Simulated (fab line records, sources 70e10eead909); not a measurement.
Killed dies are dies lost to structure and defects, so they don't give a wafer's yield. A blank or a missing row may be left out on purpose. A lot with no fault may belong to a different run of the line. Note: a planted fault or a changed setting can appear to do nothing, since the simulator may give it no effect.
Which of the tools did it? / flow nandHarc / 24 lots (72 wafers sampled), 1 step of a 1302-step route

== WHAT THE GAUGES READ, wafer by wafer ==
NHARC_A_CHANNEL_HOLE_D2_CD_MEAS_31.
lot=L074; measured=day 12 22:24; on=cdSem-03; cdNm (nm)=90.0 91.5 88.8
lot=L075; measured=day 13 19:50; on=cdSem-01; cdNm (nm)=90.1 90.9 89.8
lot=L076; measured=day 14 01:58; on=cdSem-03; cdNm (nm)=91.9 89.1 91.7
lot=L077; measured=day 14 09:44; on=cdSem-02; cdNm (nm)=89.9 89.5 88.8
lot=L078; measured=day 15 00:25; on=cdSem-02; cdNm (nm)=92.6 90.8 92.3
lot=L079; measured=day 15 09:25; on=cdSem-01; cdNm (nm)=88.5 86.9 89.6
lot=L080; measured=day 15 23:35; on=cdSem-02; cdNm (nm)=91.2 90.4 92.0
lot=L082; measured=day 16 14:04; on=cdSem-01; cdNm (nm)=91.3 91.4 90.5
lot=L081; measured=day 16 16:53; on=cdSem-02; cdNm (nm)=91.9 89.6 89.6
lot=L083; measured=day 16 23:57; on=cdSem-01; cdNm (nm)=89.5 89.1 93.5
lot=L084; measured=day 17 18:34; on=cdSem-02; cdNm (nm)=87.3 89.2 93.1
lot=L085; measured=day 17 18:40; on=cdSem-03; cdNm (nm)=90.8 90.9 89.9
lot=L086; measured=day 18 04:07; on=cdSem-03; cdNm (nm)=91.5 92.8 89.3
lot=L088; measured=day 19 14:40; on=cdSem-01; cdNm (nm)=91.6 91.6 88.5
lot=L087; measured=day 19 16:50; on=cdSem-01; cdNm (nm)=91.6 89.6 91.4
lot=L089; measured=day 19 18:50; on=cdSem-01; cdNm (nm)=89.3 89.5 88.8
lot=L091; measured=day 20 00:32; on=cdSem-01; cdNm (nm)=90.4 89.1 89.7
lot=L090; measured=day 20 01:16; on=cdSem-01; cdNm (nm)=89.9 89.8 88.9
lot=L092; measured=day 21 02:28; on=cdSem-03; cdNm (nm)=91.3 90.7 91.5
lot=L093; measured=day 21 07:19; on=cdSem-02; cdNm (nm)=90.2 90.1 90.6
lot=L094; measured=day 21 23:26; on=cdSem-03; cdNm (nm)=92.2 90.3 91.3
lot=L095; measured=day 22 00:49; on=cdSem-01; cdNm (nm)=88.8 90.0 90.0
lot=L096; measured=day 22 13:11; on=cdSem-01; cdNm (nm)=91.7 92.6 90.9
lot=L097; measured=day 23 02:17; on=cdSem-01; cdNm (nm)=90.6 90.0 90.0

== WHAT TOOL EACH LOT RAN ON (gives the tool, then ch and the chambers of the sampled wafers, and finally the start) ==
There is no process step in the record ahead of these readings.

== WHAT THE TOOLS THEMSELVES READ (means of the sampled wafers that have a number; where no wafer has one, the mark that the record gives instead) ==
The record holds no such reading with a usual standard deviation.

== THE ANSWER, worked out from the rows above alone ==
Rule: the usual values come from the lots themselves. Put in order of their means at a reading, lots are off if they are a third of the lots or fewer, leave a main group of 4 or more, and stand apart from it by a gap of 3 or more times the standard deviation of the main group's means; of several such gaps the widest counts. A main group is skipped when, at the precision printed for the reading in the tables above, its means are all equal. A lot without any number at a reading at which 4 lots or more have one is off too. Where the step has rows for the other lots, those lots are counted as sound. The gauges are gone through in route order, then the tools' own readings, and for those a lot's mean is taken as printed above. The first step at which some lot is off is used, and at that step the reading that is off furthest; a lot without a number counts as furthest.
Nothing can be told from this: no lot is off at any reading shown.

== WHAT THE SIMULATOR PUT IN ==
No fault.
